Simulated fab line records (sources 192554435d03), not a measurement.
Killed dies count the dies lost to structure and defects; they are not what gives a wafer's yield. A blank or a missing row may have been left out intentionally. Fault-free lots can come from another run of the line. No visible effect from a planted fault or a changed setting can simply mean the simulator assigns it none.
fab line records | flow n5-finfet
record: lots: 5 | wafers: 14 | last-day: 17
route steps=1938 shown HKMG_FIN@444 BEOL_M4@1111 PASSIVATION@1936
lots that met no fault: taken from a fault-free run of the same line
start-h: start of the lot's first displayed wafer, in hours after the record's first day | wait-h: hours from the lot's prior step to this one | " repeats the value in the row above | L1.1+2: a row that stands for several wafers | - no value, or no start given | * or withheld: withheld | < > ~ a bound
route shown NAME@n: names a module that has steps shown in the file, with the first one's number in the route | usual: average and standard deviation across the fault-free wafers | same: alike in all rows | chamber/n: place in a boat | sites: each site's reading | _std_site: the standard deviation of these | _edge_site: inner sites' mean taken away from outer sites' mean | radius-mm: how far each site lies from the wafer's centre | mask NAME#n: copy n | behind: the tool/chamber that last shaped the wafer | hold: what put the lot on hold/how long, in hours/how the hold closed | device: transistor that didn't switch, given as n, p or np | end of line: tests of these same wafers at the route's end | where a step has no rows: the recipe by itself | killed: dies that structure and defects cost at the first sort, which is not the same as the wafer's yield | map: shows each die of a wafer: x if killed, . if not, _ if none is there
set.NAME: the run value of the setting; set.NAME@STEP: its run value at that earlier step | model.NAME: the simulator's own value behind a step, which no gauge read
lots at some steps of the route; a table a step, a row a wafer
services: the hour from which a tool's chamber was out of use, counted from the record's first day as start-h (under 0 if before that day), plus the number of hours and why
== steps ==
step: N5_HKMG_FIN_ETCH_86
recipe: chemistry: N2/H2 | target: SOC | target-depth-a: 3932 | stop-on: TiN | ion-energy-ev: 100 | bias-w: 61 | pressure-mtorr: 30 | source-w: 850 | n2-flow-sccm: 200 | h2-flow-sccm: 200
step: N5_HKMG_FIN_STRIP_89
recipe: chemistry: N2/H2 | material: SOC | time-s: 20 | power-w: 500 | temp-c: 40 | pressure-mtorr: 50 | rf-frequency-hz: 6e+07 | bias-power-w: 8 | h2-frac: 0.5 | n2-flow-sccm: 300 | h2-flow-sccm: 300
step: N5_HKMG_FIN_WET_ETCH_87
recipe: chemistry: SC1 | target: TiN | mix: 1:2:40 | temp-c: 50 | time-s: 154.2 | target-depth-nm: 4.7 | dry: ipa-marangoni | rinse-time-s: 30 | rinse-temp-c: 23
step: N5_HKMG_FIN_STRIP_88
recipe: chemistry: N2/H2 | power-w: 2500 | temp-c: 300 | h2-frac: 0.65 | time-s: 360 | pressure-mtorr: withheld | n2-flow-sccm: 1750 | h2-flow-sccm: 3250
usual: drypump-motor-current-A: 5.75/0.23 | h2-flow-sccm: 3249/9.4 | heater-power-w: 468/42
lot.wafer | tool            | chamber | start-h | wait-h | drypump-motor-current-A | h2-flow-sccm | heater-power-w | rf-hours-counter-h
L601.1    | plasma-asher-01 | 1       | 130.17  | 0.0    | 5.46                    | 3256         | 436            | 102
L601.3    | "               | 1       | "       | "      | 5.47                    | 3246         | 419            | -
L601.5    | "               | 1       | "       | "      | 5.46                    | 3243         | 417            | -
L602.1    | plasma-asher-01 | 1       | 136.24  | 0.0    | 5.46                    | 3249         | 416            | 104
L602.5    | "               | 1       | "       | "      | 5.45                    | 3249         | 429            | -
L602.6    | "               | 0       | "       | "      | 6.21                    | 3241         | 533            | -
L611.2    | plasma-asher-02 | 1       | 193.50  | 0.0    | 5.65                    | 3233         | 491            | 60
L611.5    | "               | 1       | "       | "      | 5.61                    | 3253         | 504            | -
L612.1    | plasma-asher-02 | 1       | 200.08  | 0.0    | 5.63                    | 3230         | 492            | 61
L612.3    | "               | 1       | "       | "      | 5.62                    | 3257         | 497            | -
L612.6    | "               | 0       | "       | "      | 5.81                    | 3252         | 433            | -
L613.1    | plasma-asher-02 | 1       | 204.70  | 0.0    | 5.62                    | 3245         | 505            | 62
L613.2    | "               | 0       | "       | "      | 5.81                    | 3239         | 429            | 62
L613.4    | "               | 0       | "       | "      | 5.79                    | 3237         | 434            | -
step: N5_HKMG_FIN_NWFM_ALD_20
recipe: material: TiAlC | target-thk-a: 20 | temp-c: 300 | ald-precursor-family: TiCl4 | ald-co-reactant: TEA | pulse-time-s: 3 | purge-time-s: 2 | co-reactant-purge-time-s: 2 | co-reactant-pulse-time-s: 10 | ald-cycles: 7 | pressure-torr: 3
usual: ald-cycles: 7/0 | heater-power-w: 527/56 | precursor-pulse-height-rel: 1.002/0.02
lot.wafer | tool         | chamber | start-h | wait-h | ald-cycles | heater-power-w | precursor-pulse-height-rel
L601.1    | ald-metal-04 | 0       | 130.55  | 0.3    | 7          | 473            | 0.985
L601.3    | "            | 3       | "       | "      | 7          | 579            | 0.997
L601.5    | "            | 3       | "       | "      | 7          | 583            | 1.027
L602.1    | ald-metal-03 | 3       | 136.62  | 0.3    | 7          | 570            | 1.005
L602.5    | "            | 0       | "       | "      | 7          | 402            | 1.013
L602.6    | "            | 1       | "       | "      | 7          | 588            | 1.041
L611.2    | ald-metal-04 | 3       | 193.89  | 0.3    | 7          | 594            | 1.020
L611.5    | "            | 0       | "       | "      | 7          | 486            | 1.001
L612.1    | ald-metal-01 | 1       | 200.46  | 0.3    | 7          | 480            | 0.968
L612.3    | "            | 0       | "       | "      | 7          | 472            | 0.985
L612.6    | "            | 1       | "       | "      | 7          | 484            | 0.999
L613.1    | ald-metal-04 | 3       | 205.08  | 0.3    | 7          | 597            | 1.013
L613.2    | "            | 0       | "       | "      | 7          | 475            | 1.024
L613.4    | "            | 1       | "       | "      | 7          | 548            | 1.006
step: N5_HKMG_FIN_ALD_71
recipe: material: TiN | target-thk-a: 10 | temp-c: 400 | ald-precursor-family: TiCl4 | ald-co-reactant: NH3 | pulse-time-s: 1 | purge-time-s: 3 | co-reactant-purge-time-s: 2 | co-reactant-pulse-time-s: 2 | ald-cycles: 47 | pressure-torr: 3
step: N5_HKMG_FIN_COAT_66
recipe: resist: SOC | temp-c: 250 | time-s: 60 | spin-rpm: 1500 | resist-thk-nm: 300
step: N5_HKMG_FIN_ETCH_67
recipe: chemistry: N2/H2 | target: SOC | target-depth-a: 3889 | stop-on: TiN | ion-energy-ev: 100 | bias-w: 61 | pressure-mtorr: 30 | source-w: 850 | n2-flow-sccm: 200 | h2-flow-sccm: 200
usual: drypump-motor-current-A: 5.9/0.47 | h2-flow-sccm: 200.0/0.64 | oes-product-au: 0.75/0.082 | rf-vpp-V: 240.1/1.2 | showerhead-plenum-p-Torr: 2.49/0.067 | throttle-valve-pct: 17.89/0.26
lot.wafer | tool        | chamber | start-h | wait-h | drypump-motor-current-A | h2-flow-sccm | oes-product-au | rf-hours-counter-h | rf-vpp-V | showerhead-plenum-p-Torr | throttle-valve-pct
L601.1    | rie-diel-05 | 0       | 130.99  | -      | 5.8                     | 199.7        | 0.69           | 224                | 238.1    | 2.38                     | 17.82
L601.3    | "           | 1       | "       | "      | 6.1                     | 199.4        | 0.88           | 25                 | 239.7    | 2.52                     | 17.61
L601.5    | "           | 2       | "       | "      | 5.1                     | 198.9        | 0.72           | -                  | 241.9    | 2.65                     | 17.69
L602.1    | rie-diel-06 | 2       | 137.25  | -      | 5.5                     | 198.4        | 0.72           | 182                | 239.0    | 2.45                     | 18.13
L602.5    | "           | 3       | "       | "      | 6.5                     | 199.0        | 0.89           | -                  | 239.7    | 2.48                     | 17.71
L602.6    | "           | 2       | "       | "      | 5.5                     | 199.5        | 0.72           | -                  | 238.9    | 2.45                     | 18.14
L611.2    | rie-diel-06 | 2       | 194.42  | -      | 5.5                     | 201.4        | 0.70           | 202                | 237.6    | 2.44                     | 18.16
L611.5    | "           | 0       | "       | "      | 6.7                     | 199.9        | 0.68           | -                  | 239.4    | 2.48                     | 18.03
L612.1    | rie-diel-06 | 3       | 200.90  | -      | 6.4                     | 200.0        | 0.84           | 62                 | 240.2    | 2.48                     | 17.75
L612.3    | "           | 1       | "       | "      | 6.0                     | 200.5        | 0.68           | 245                | 240.2    | 2.50                     | 18.17
L612.6    | "           | 2       | "       | "      | 5.5                     | 200.3        | 0.70           | -                  | 239.5    | 2.44                     | 18.17
L613.1    | rie-diel-06 | 2       | 205.52  | -      | 5.4                     | 200.1        | 0.70           | 206                | 239.4    | 2.44                     | 18.17
L613.2    | "           | 1       | "       | "      | 6.0                     | 199.6        | 0.68           | 246                | 240.2    | 2.50                     | 18.17
L613.4    | "           | 3       | "       | "      | 6.5                     | 200.1        | 0.85           | -                  | 239.2    | 2.47                     | 17.74
step: N5_HKMG_FIN_STRIP_90
recipe: chemistry: N2/H2 | material: SOC | time-s: 20 | power-w: 500 | temp-c: 40 | pressure-mtorr: 50 | rf-frequency-hz: 6e+07 | bias-power-w: 8 | h2-frac: 0.5 | n2-flow-sccm: 300 | h2-flow-sccm: 300
step: N5_HKMG_FIN_WET_ETCH_73
recipe: chemistry: SC1 | mix: 1:2:40 | temp-c: 50 | time-s: 42.3 | target-depth-nm: 1.3 | dry: ipa-marangoni | rinse-time-s: 30 | rinse-temp-c: 23
step: N5_HKMG_FIN_ETCHBACK_68
recipe: chemistry: Cl2/Ar | stop-on: HfO2 | target-depth-a: 5 | pressure-mtorr: 10 | icp-w: 600 | bias-w: 60 | Cl2_flow_sccm: 40 | Ar_flow_sccm: 60
usual: drypump-motor-current-A: 5.48/0.21 | mfc-ar-sccm: 60.01/0.19 | oes-product-au: 0.76/0.1 | throttle-valve-pct: 20.89/0.18
lot.wafer | tool         | chamber | start-h | wait-h | drypump-motor-current-A | mfc-ar-sccm | oes-product-au | rf-hours-counter-h | throttle-valve-pct
L601.1    | rie-metal-03 | 0       | 131.21  | 0.0    | 5.19                    | 59.76       | 0.79           | 30                 | 20.75
L601.3    | "            | 0       | "       | "      | 5.25                    | 60.07       | 0.80           | -                  | 20.75
L601.5    | "            | 1       | "       | "      | 5.51                    | 59.77       | 0.67           | -                  | 21.11
L602.1    | rie-metal-02 | 0       | 137.47  | 0.0    | 5.49                    | 60.02       | 0.58           | 124                | 20.98
L602.5    | "            | 0       | "       | "      | 5.49                    | 60.04       | 0.59           | -                  | 20.99
L602.6    | "            | 1       | "       | "      | 5.34                    | 60.13       | 0.88           | -                  | 20.99
L611.2    | rie-metal-03 | 1       | 194.64  | 0.0    | 5.47                    | 59.90       | 0.66           | 104                | 21.12
L611.5    | "            | 1       | "       | "      | 5.49                    | 59.95       | 0.66           | -                  | 21.13
L612.1    | rie-metal-02 | 0       | 201.12  | 0.0    | 5.49                    | 59.94       | 0.57           | 129                | 21.00
L612.3    | "            | 1       | "       | "      | 5.32                    | 60.18       | 0.85           | -                  | 21.03
L612.6    | "            | 0       | "       | "      | 5.49                    | 60.08       | 0.58           | -                  | 21.00
L613.1    | rie-metal-02 | 1       | 205.74  | 0.0    | 5.30                    | 59.97       | 0.85           | 20                 | 21.03
L613.2    | "            | 1       | "       | "      | 5.28                    | 60.01       | 0.85           | -                  | 21.00
L613.4    | "            | 1       | "       | "      | 5.25                    | 59.83       | 0.85           | -                  | 21.00
step: N5_HKMG_FIN_STRIP_69
recipe: chemistry: N2/H2 | power-w: 2500 | temp-c: 300 | h2-frac: 0.65 | time-s: 360 | pressure-mtorr: withheld | n2-flow-sccm: 1750 | h2-flow-sccm: 3250
step: N5_HKMG_FIN_ALD_21
recipe: material: TiN | target-thk-a: 15 | temp-c: 400 | ald-precursor-family: TiCl4 | ald-co-reactant: NH3 | pulse-time-s: 1 | purge-time-s: 3 | co-reactant-purge-time-s: 2 | co-reactant-pulse-time-s: 2 | ald-cycles: 68 | pressure-torr: 3
usual: ald-cycles: 68/0 | heater-power-w: 938/110 | precursor-pulse-height-rel: 1.000/0.022
lot.wafer | tool         | chamber | start-h | wait-h | ald-cycles | heater-power-w | precursor-pulse-height-rel
L601.1    | ald-metal-03 | 3       | 131.73  | 0.3    | 68         | 1037           | 1.046
L601.3    | "            | 0       | "       | "      | 68         | 725            | 1.010
L601.5    | "            | 1       | "       | "      | 68         | 1027           | 1.045
L602.1    | ald-metal-04 | 1       | 138.00  | 0.3    | 68         | 940            | 0.969
L602.5    | "            | 1       | "       | "      | 68         | 925            | 0.990
L602.6    | "            | 0       | "       | "      | 68         | 850            | 0.986
L611.2    | ald-metal-04 | 3       | 195.16  | 0.3    | 68         | 1052           | 1.030
L611.5    | "            | 2       | "       | "      | 76         | 1021           | 1.006
L612.1    | ald-metal-03 | 1       | 201.65  | 0.3    | 68         | 1036           | 1.008
L612.3    | "            | 0       | "       | "      | 68         | 699            | 0.970
L612.6    | "            | 1       | "       | "      | 68         | 1056           | 1.002
L613.1    | ald-metal-01 | 1       | 206.38  | 0.3    | 68         | 855            | 0.991
L613.2    | "            | 2       | "       | "      | 68         | 1065           | 0.994
L613.4    | "            | 3       | "       | "      | 68         | 875            | 1.015
step: N5_HKMG_FIN_ALD_72
recipe: material: W | target-thk-a: 20 | temp-c: 300 | pressure-torr: 7.5 | ald-precursor-family: WF6 | ald-co-reactant: B2H6 | pulse-time-s: 1 | purge-time-s: 2 | co-reactant-purge-time-s: 2 | co-reactant-pulse-time-s: 3 | ald-cycles: 7
usual: ald-cycles: 7/0 | heater-power-w: 477/35 | precursor-pulse-height-rel: 1.000/0.021
lot.wafer | tool     | chamber | start-h | wait-h | ald-cycles | heater-power-w | precursor-pulse-height-rel
L601.1    | cvd-w-02 | 0       | 132.09  | 0.2    | 7          | 519            | 1.021
L601.3    | "        | 1       | "       | "      | 7          | 464            | 1.031
L601.5    | "        | 0       | "       | "      | 7          | 517            | 1.028
L602.1    | cvd-w-01 | 0       | 138.36  | 0.2    | 7          | 432            | 0.985
L602.5    | "        | 0       | "       | "      | 7          | 431            | 0.969
L602.6    | "        | 1       | "       | "      | 7          | 440            | 0.981
L611.2    | cvd-w-02 | 1       | 195.52  | 0.2    | 7          | 480            | 0.965
L611.5    | "        | 0       | "       | "      | 7          | 510            | 1.025
L612.1    | cvd-w-01 | 0       | 202.02  | 0.2    | 7          | 429            | 0.996
L612.3    | "        | 1       | "       | "      | 7          | 440            | 0.974
L612.6    | "        | 1       | "       | "      | 7          | 446            | 1.024
L613.1    | cvd-w-02 | 0       | 206.75  | 0.2    | 7          | 527            | 0.993
L613.2    | "        | 1       | "       | "      | 7          | 481            | 1.015
L613.4    | "        | 1       | "       | "      | 7          | 475            | 0.987
step: N5_BEOL_M4_RC_MEAS_101
usual: DIBL_N: 36.0/2.5 | DIBL_P: 36.7/3 | IOFF_N: 0.16/0.043 | IOFF_P: 0.21/0.049 | ION_N: 673/15 | ION_P: 461/9.8 | SS_N: 71.5/0.83 | SS_P: 73.4/0.83 | VT_N: 250/4 | VT_P: -251/4
lot.wafer | tool      | chamber | start-h | wait-h | DIBL_N[mV/V] | DIBL_P[mV/V] | IOFF_N[nA/um] | IOFF_P[nA/um] | ION_N[uA/um] | ION_P[uA/um] | SS_N[mV/dec] | SS_P[mV/dec] | VT_N[mV] | VT_P[mV]
L601.1    | prober-01 | 0       | 218.09  | 0.0    | 34.3         | 36.4         | 0.15          | 0.18          | 674          | 454          | 71.6         | 73.0         | 250      | -254
L601.3    | "         | 0       | "       | "      | 32.8         | 33.3         | 0.11          | 0.14          | 651          | 447          | 70.3         | 73.1         | 253      | -252
L601.5    | "         | 0       | "       | "      | 34.3         | 35.7         | 0.14          | 0.17          | 658          | 453          | 71.0         | 73.5         | 251      | -254
L602.1    | prober-02 | 0       | 219.89  | 0.0    | 39.1         | 39.8         | 0.19          | 0.24          | 691          | 469          | 72.4         | 74.3         | 248      | -252
L602.5    | "         | 0       | "       | "      | 38.5         | 39.3         | 0.18          | 0.24          | 677          | 461          | 72.4         | 74.1         | 252      | -250
L602.6    | "         | 0       | "       | "      | 39.4         | 38.7         | 0.22          | 0.23          | 677          | 456          | 73.0         | 74.3         | 248      | -251
L611.2    | prober-02 | 0       | 288.42  | 0.2    | 33.4         | 34.1         | 0.10          | 0.14          | 640          | 445          | 70.4         | 73.1         | 257      | -256
L611.5    | "         | 0       | "       | "      | 37.1         | 39.3         | 0.18          | 0.23          | 681          | 462          | 72.0         | 74.0         | 248      | -252
L612.1    | prober-01 | 0       | 295.98  | 0.0    | 36.8         | 37.8         | 0.19          | 0.24          | 669          | 461          | 71.8         | 73.0         | 247      | -247
L612.3    | "         | 0       | "       | "      | 37.7         | 39.8         | 0.22          | 0.29          | 701          | 474          | 72.4         | 74.1         | 242      | -244
L612.6    | "         | 0       | "       | "      | 35.7         | 35.9         | 0.17          | 0.21          | 662          | 451          | 72.0         | 73.8         | 248      | -250
L613.1    | prober-01 | 0       | 305.14  | 0.0    | 36.1         | 36.6         | 0.15          | 0.21          | 660          | 462          | 72.1         | 73.6         | 250      | -249
L613.2    | "         | 0       | "       | "      | 34.3         | 34.1         | 0.12          | 0.18          | 654          | 453          | 72.2         | 72.7         | 252      | -251
L613.4    | "         | 0       | "       | "      | 39.4         | 41.6         | 0.26          | 0.32          | 713          | 488          | 73.3         | 74.2         | 240      | -244
step: N5_PASSIVATION_PROBE_49
usual: defect-limited-yield: 91.1/1.5 | killed_at_M0_to_M3: 37/11 | killed_at_M4_up: 13/5.6 | killed-at-contacts: 12/5.6 | killed-at-front-end: 39/11 | killed-at-other: 4/3.1 | killed-dies: 105/18 | killed-on-rim: 14/3.8 | killed-open: 69/13 | killed-short: 35/7.4 | sort_bin_5_function: 5.1/0.92 | sort_bin_6_memory: 3.4/0.76 | sort-n-pass: 1075/18 | sort-yield-pct: 91.1/1.5
same: gross-dies: 1180 | killed-at-back-side: 0 | sort_bin_4_leakage[%]: 0 | sort_bin_8_speed[%]: 0
lot.wafer | tool      | chamber | start-h | wait-h | defect-limited-yield[%] | killed_at_M0_to_M3 | killed_at_M4_up | killed-at-contacts | killed-at-front-end | killed-at-other | killed-dies | killed-on-rim | killed-open | killed-short | sort_bin_5_function[%] | sort_bin_6_memory[%] | sort-n-pass | sort-yield-pct[%]
L601.1    | prober-01 | -       | 315.84  | 0.0    | 91.4                    | 40                 | 5               | 13                 | 34                  | 9               | 101         | 17            | 71          | 30           | 4.6                    | 3.6                  | 1079        | 91.4
L601.3    | prober-01 | -       | 315.94  | 0.1    | 89.2                    | 61                 | 9               | 7                  | 46                  | 5               | 128         | 15            | 69          | 58           | 6.6                    | 3.6                  | 1052        | 89.2
L601.5    | prober-01 | -       | 316.04  | 0.2    | 90.1                    | 44                 | 6               | 14                 | 48                  | 5               | 117         | 17            | 68          | 48           | 6.2                    | 3.5                  | 1063        | 90.1
L602.1    | prober-02 | -       | 326.39  | 0.0    | 88.7                    | 42                 | 14              | 13                 | 52                  | 12              | 133         | 20            | 99          | 34           | 5.9                    | 5.2                  | 1047        | 88.7
L602.5    | prober-02 | -       | 326.59  | 0.2    | 88.5                    | 48                 | 17              | 15                 | 44                  | 12              | 136         | 18            | 93          | 34           | 6.1                    | 4.6                  | 1044        | 88.5
L602.6    | prober-02 | -       | 326.64  | 0.3    | 90.3                    | 53                 | 12              | 15                 | 32                  | 2               | 114         | 18            | 82          | 31           | 5.7                    | 3.5                  | 1066        | 90.3
L612.1    | prober-02 | -       | 406.88  | 0.0    | 89.7                    | 53                 | 30              | 10                 | 23                  | 6               | 122         | 21            | 84          | 36           | 4.7                    | 5.4                  | 1058        | 89.7
L612.3    | prober-02 | -       | 406.98  | 0.1    | 91.9                    | 39                 | 26              | 11                 | 16                  | 3               | 95          | 7             | 58          | 34           | 4.9                    | 2.7                  | 1085        | 91.9
L612.6    | prober-02 | -       | 407.13  | 0.3    | 92.6                    | 36                 | 20              | 3                  | 23                  | 5               | 87          | 13            | 63          | 23           | 3.7                    | 3.4                  | 1093        | 92.6
L613.1    | prober-01 | -       | 413.63  | 0.0    | 90.9                    | 30                 | 19              | 1                  | 51                  | 6               | 107         | 14            | 71          | 36           | 5.5                    | 3.6                  | 1073        | 90.9
L613.2    | prober-01 | -       | 413.68  | 0.1    | 90.8                    | 50                 | 13              | 4                  | 37                  | 4               | 108         | 15            | 70          | 38           | 5.4                    | 3.6                  | 1072        | 90.8
L613.4    | prober-01 | -       | 413.78  | 0.2    | 93.1                    | 38                 | 15              | 3                  | 20                  | 6               | 82          | 6             | 53          | 27           | 4.5                    | 2.1                  | 1098        | 93.1
killed by level:class
L601.1 FIN_SAQP:geometric-particle:open=13 MOL_CONTACT_COAG:geometric-particle:open=13 BEOL_M0_SAQP:geometric-particle:open=10 FIN_SAQP:geometric-particle:short=8 BEOL_M0_SAQP:geometric-particle:short=7 BEOL_M2:geometric-particle:open=6 BEOL_M1:geometric-particle:open=5 STI_FIN_REVEAL:geometric-particle:open=4
L601.3 FIN_SAQP:geometric-particle:short=15 BEOL_M0_SAQP:geometric-particle:short=13 BEOL_M0_SAQP:geometric-particle:open=12 BEOL_M2:geometric-particle:open=11 BEOL_M2:geometric-particle:short=11 FIN_SAQP:geometric-particle:open=8 STI_FIN_REVEAL:geometric-particle:open=8 BEOL_M3:geometric-particle:open=6
L601.5 FIN_SAQP:geometric-particle:short=12 MOL_CONTACT_COAG:geometric-particle:open=12 BEOL_M2:geometric-particle:open=10 STI_FIN_REVEAL:geometric-particle:open=8 BEOL_M0_SAQP:geometric-particle:short=8 BEOL_M0_SAQP:geometric-particle:open=7 FIN_SAQP:geometric-particle:open=6 BEOL_M0:geometric-particle:open=6
L602.1 STI_FIN_REVEAL:geometric-particle:open=15 BEOL_M3:geometric-particle:open=13 MOL_CONTACT_COAG:geometric-particle:open=11 FIN_SAQP:geometric-particle:open=9 GATE_CUT:geometric-particle:short=8 BEOL_M4:geometric-particle:open=8 BEOL_M1:geometric-particle:open=7 BEOL_M2:geometric-particle:open=7
L602.5 BEOL_M3:geometric-particle:open=15 MOL_CONTACT_COAG:geometric-particle:open=13 STI_FIN_REVEAL:geometric-particle:open=11 BEOL_M2:geometric-particle:open=11 BEOL_M4:geometric-particle:open=9 HKMG_FIN:area-etch=9 BEOL_M0_SAQP:geometric-particle:short=6 BEOL_M0_SAQP:geometric-particle:open=6
L602.6 BEOL_M1:geometric-particle:open=14 BEOL_M3:geometric-particle:open=12 MOL_CONTACT_COAG:geometric-particle:open=11 BEOL_M0_SAQP:geometric-particle:open=9 FIN_SAQP:geometric-particle:open=6 STI_FIN_REVEAL:geometric-particle:open=6 BEOL_M0_SAQP:geometric-particle:short=6 MOL_CONTACT_COAG:geometric-particle:short=4
L612.1 BEOL_M4:geometric-particle:open=18 BEOL_M3:geometric-particle:open=10 MOL_CONTACT_COAG:geometric-particle:open=9 BEOL_M0_SAQP:geometric-particle:short=9 BEOL_M2:geometric-particle:open=9 BEOL_M0_SAQP:geometric-particle:open=8 BEOL_M0:geometric-particle:open=5 BEOL_M1:geometric-particle:open=5
L612.3 BEOL_M4:geometric-particle:open=18 BEOL_M1:geometric-particle:open=11 FIN_SAQP:geometric-particle:short=7 MOL_CONTACT_COAG:geometric-particle:open=7 BEOL_M2:geometric-particle:open=7 BEOL_M0_SAQP:geometric-particle:short=6 BEOL_M0_SAQP:geometric-particle:open=4 BEOL_M3:geometric-particle:open=4
L612.6 BEOL_M1:geometric-particle:open=11 BEOL_M4:geometric-particle:open=10 BEOL_M0_SAQP:geometric-particle:open=7 STI_FIN_REVEAL:geometric-particle:open=5 BEOL_M0_SAQP:geometric-particle:short=5 BEOL_M3:geometric-particle:open=4 STARTING-WAFER:geometric-particle:open=4 DUMMY_GATE:geometric-particle:open=3
L613.1 STI_FIN_REVEAL:geometric-particle:open=17 BEOL_M0_SAQP:geometric-particle:open=8 BEOL_M4:geometric-particle:open=7 FIN_SAQP:geometric-particle:short=6 BEOL_M3:geometric-particle:open=6 STARTING-WAFER:geometric-particle:short=6 FIN_SAQP:geometric-particle:open=5 STI_FIN_REVEAL:geometric-particle:short=5
L613.2 BEOL_M0_SAQP:geometric-particle:short=15 STI_FIN_REVEAL:geometric-particle:open=14 BEOL_M0_SAQP:geometric-particle:open=14 BEOL_M3:geometric-particle:open=12 STI_FIN_REVEAL:geometric-particle:short=6 BEOL_M4:geometric-particle:open=6 BEOL_M8:geometric-particle:open=4 FIN_SAQP:geometric-particle:short=3
L613.4 BEOL_M0_SAQP:geometric-particle:open=13 BEOL_M4:geometric-particle:open=8 BEOL_M0_SAQP:geometric-particle:short=7 BEOL_M3:geometric-particle:open=6 BEOL_M2:geometric-particle:open=5 STI_FIN_REVEAL:geometric-particle:open=4 GATE_CUT:geometric-particle:short=3 BEOL_M1:geometric-particle:open=3
== services ==
tool            | chamber | start-h | hours | kind
rie-diel-06     | 0       | 107.86  | 29.5  | repair
rie-diel-05     | 2       | 112.56  | 7.4   | repair
ald-metal-01    | 2       | 118.96  | 10.5  | repair
ald-metal-04    | -       | 124.50  | 0.8   | repair
rie-diel-05     | 3       | 134.08  | 65.0  | repair
plasma-asher-01 | -       | 149.21  | 9.0   | repair
plasma-asher-02 | -       | 150.35  | 2.0   | repair
ald-metal-01    | -       | 161.44  | 8.7   | pm
cvd-w-02        | 0       | 165.02  | 1.3   | repair
rie-diel-05     | 1       | 183.09  | 9.7   | repair
rie-diel-06     | 0       | 194.55  | -     | clean
rie-diel-06     | 0       | 194.55  | -     | consumable-replace:focus-ring
rie-diel-06     | 0       | 194.55  | 34.3  | scheduled-down
rie-diel-06     | 0       | 194.55  | 34.3  | vent-cycle
ald-metal-03    | -       | 195.59  | 0.6   | repair
cvd-w-02        | -       | 196.79  | 6.9   | pm
ald-metal-04    | -       | 197.69  | 0.3   | repair
rie-diel-05     | 0       | 199.06  | -     | clean
rie-diel-05     | 0       | 199.06  | -     | consumable-replace:focus-ring
rie-diel-05     | 0       | 199.06  | -     | consumable-replace:showerhead
ald-metal-03    | -       | 203.08  | 0.5   | repair
rie-metal-02    | 0       | 204.74  | -     | clean
rie-metal-02    | 0       | 204.74  | 23.6  | scheduled-down
rie-metal-02    | 0       | 204.74  | 23.6  | vent-cycle
== key ==
first-sign: step: N5_HKMG_FIN_ALD_21 | reading: ald-cycles | direction: up | sigmas: 99+ | usual: * | struck: *
effect none on later readings
met-at N5_HKMG_FIN_ALD_21
struck-wafers L611.5
onset-between 138.00 195.16
fault: kind: process-parameter-drift | tool: ald-metal-04 | chamber: - | onset-h: 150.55 | steps: N5_HKMG_FIN_ALD_21 | channel: ald-cycles | offset: * | shape: step | end-h: 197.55 | scope: struck-wafers-only | acts-in: * | stated: *
